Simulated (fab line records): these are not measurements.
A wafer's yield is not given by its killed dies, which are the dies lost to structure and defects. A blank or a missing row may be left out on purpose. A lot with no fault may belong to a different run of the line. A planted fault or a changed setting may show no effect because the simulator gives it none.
Chamber matching + flow n5Finfet + 3 sister chambers for N5_BEOL_M3_PECVD_72 on pecvd-03
The step deposits SiO2 from TEOS/O2, target thk 16 nm, time 18 s. 16 wafers are shown with their chamber, then 8 later ones without.

## WAFERS PAIRED WITH THEIR CHAMBERS
| wafer  | chamber | showerheadPlenumPTorr (Torr) | rfFwdPowerW (W) | heaterPowerW (W) |
|--------|---------|------------------------------|-----------------|------------------|
| L074.2 | 0       | 8.84                         | 445.8           | 726              |
| L074.3 | 2       | 8.73                         | 446.3           | 781              |
| L074.6 | 0       | 8.83                         | 443.3           | 715              |
| L078.2 | 2       | 8.72                         | 443.8           | 641              |
| L078.5 | 0       | 8.83                         | 443.0           | 866              |
| L078.6 | 2       | 8.74                         | 444.5           | 638              |
| L080.1 | 1       | 8.72                         | 439.7           | 950              |
| L080.2 | 2       | 8.71                         | 444.4           | 784              |
| L080.6 | 2       | 8.72                         | 448.2           | 765              |
| L082.1 | 0       | 8.85                         | 444.4           | 856              |
| L082.2 | 2       | 8.72                         | 444.5           | 678              |
| L082.4 | 1       | 8.73                         | 437.6           | 953              |
| L090.1 | 0       | 8.82                         | 443.8           | 778              |
| L090.4 | 0       | 8.83                         | 445.6           | 764              |
| L090.6 | 2       | 8.72                         | 445.9           | 682              |
| L091.1 | 2       | 8.69                         | 444.3           | 772              |

SIGNATURES, as means of the wafers listed above
| reading               | chamber 0 | chamber 1 | chamber 2 | scatter within a chamber |
|-----------------------|-----------|-----------|-----------|--------------------------|
| showerheadPlenumPTorr | 8.8333    | 8.7250    | 8.7188    | 0.0126                   |
| rfFwdPowerW           | 444.317   | 438.650   | 445.238   | 1.36                     |
| heaterPowerW          | 784.17    | 951.50    | 717.62    | 61.5                     |
Rule: a wafer's distance from a chamber is the root of the sum, over the readings, of the square of ((its reading less the chamber's mean) divided by the reading's scatter). If the next closest chamber is less than 2 further off than the closest, the wafer can't be placed; otherwise it belongs to the closest. How the scatter is found: for the shown wafers, subtract from each reading the mean of its chamber, square and add these, divide the total by (wafers less chambers), then take the root.

## WAFERS WITH NO CHAMBER GIVEN
| wafer  | showerheadPlenumPTorr (Torr) | rfFwdPowerW (W) | heaterPowerW (W) |
|--------|------------------------------|-----------------|------------------|
| L091.2 | 8.73                         | 440.3           | 904              |
| L091.4 | 8.83                         | 446.7           | 858              |
| L095.1 | 8.72                         | 446.8           | 699              |
| L095.3 | 8.84                         | 444.2           | 858              |
| L095.6 | 8.72                         | 440.9           | 932              |
| L097.1 | 8.73                         | 440.8           | 940              |
| L097.4 | 8.71                         | 444.4           | 683              |
| L097.6 | 8.75                         | 439.4           | 906              |

## WHICH CHAMBER EACH WENT THROUGH
| wafer  | from the rows above | in truth |
|--------|---------------------|----------|
| L091.2 | 1                   | 1        |
| L091.4 | 0                   | 0        |
| L095.1 | 2                   | 2        |
| L095.3 | 0                   | 0        |
| L095.6 | 1                   | 1        |
| L097.1 | 1                   | 1        |
| L097.4 | 2                   | 2        |
| L097.6 | 1                   | 1        |
Correct placement for 8 of the 8. From these rows, 0 cannot be placed. Number placed wrongly: 0.
